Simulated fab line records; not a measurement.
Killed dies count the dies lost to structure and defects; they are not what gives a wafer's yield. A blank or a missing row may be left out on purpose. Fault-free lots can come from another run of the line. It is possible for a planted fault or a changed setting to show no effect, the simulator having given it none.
Matching of chambers | flow n5 finfet | 4 sister chambers for N5_BEOL_M8_STRIP_67 on rie diel-01
The step strips in CF4. 16 wafers are shown with their chamber, then 8 later ones without.

WAFERS, EACH WITH ITS CHAMBER
wafer  | chamber | drypump motor current A (A) | showerhead plenum p Torr (Torr) | oes product au (a.u.)
L075.1 | 2       | 5.5                         | 1.78                            | 0.72
L075.2 | 0       | 5.4                         | 1.83                            | 0.90
L075.4 | 3       | 5.8                         | 1.82                            | 0.89
L082.2 | 1       | 4.8                         | 1.76                            | 0.86
L082.5 | 1       | 4.8                         | 1.76                            | 0.86
L082.6 | 0       | 5.3                         | 1.83                            | 0.88
L086.2 | 1       | 4.8                         | 1.75                            | 0.86
L086.5 | 0       | 5.3                         | 1.83                            | 0.87
L086.6 | 1       | 4.8                         | 1.75                            | 0.86
L088.1 | 2       | 5.5                         | 1.77                            | 0.70
L088.3 | 1       | 4.8                         | 1.75                            | 0.85
L088.4 | 0       | 5.3                         | 1.83                            | 0.88
L089.1 | 0       | 5.3                         | 1.83                            | 0.87
L089.3 | 3       | 5.8                         | 1.81                            | 0.85
L089.6 | 3       | 5.8                         | 1.81                            | 0.85
L093.1 | 3       | 5.8                         | 1.81                            | 0.84

SIGNATURES (means of the wafers above)
reading                  | chamber 0 | chamber 1 | chamber 2 | chamber 3 | scatter within a chamber
drypump motor current A  | 5.320     | 4.800     | 5.500     | 5.800     | 0.0258
showerhead plenum p Torr | 1.8300    | 1.7540    | 1.7750    | 1.8125    | 0.00452
oes product au           | 0.8800    | 0.8580    | 0.7100    | 0.8575    | 0.014
Rule: a wafer's distance from a chamber is the root of the sum, over the readings, of the square of ((its reading less the chamber's mean) divided by the reading's scatter). The wafer belongs to the nearest chamber; if the next one is less than 2 further off, it can't be placed. The scatter: the root of (the sum of the squares of (reading less its chamber's mean) over the shown wafers, divided by (wafers less chambers)).

WAFERS MISSING THEIR CHAMBER
wafer  | drypump motor current A (A) | showerhead plenum p Torr (Torr) | oes product au (a.u.)
L093.2 | 5.4                         | 1.82                            | 0.85
L093.4 | 4.8                         | 1.75                            | 0.83
L094.2 | 4.8                         | 1.75                            | 0.84
L094.4 | 5.5                         | 1.77                            | 0.69
L094.6 | 4.8                         | 1.75                            | 0.83
L095.1 | 5.3                         | 1.82                            | 0.84
L095.4 | 4.8                         | 1.75                            | 0.83
L095.6 | 5.3                         | 1.82                            | 0.85

WHICH CHAMBER EACH WENT THROUGH
wafer  | from the rows above | in truth
L093.2 | 0                   | 0
L093.4 | 1                   | 1
L094.2 | 1                   | 1
L094.4 | 2                   | 2
L094.6 | 1                   | 1
L095.1 | 0                   | 0
L095.4 | 1                   | 1
L095.6 | 0                   | 0
Correct placement for 8 of the 8. Can't be placed from these rows: 0. 0 placed wrongly.
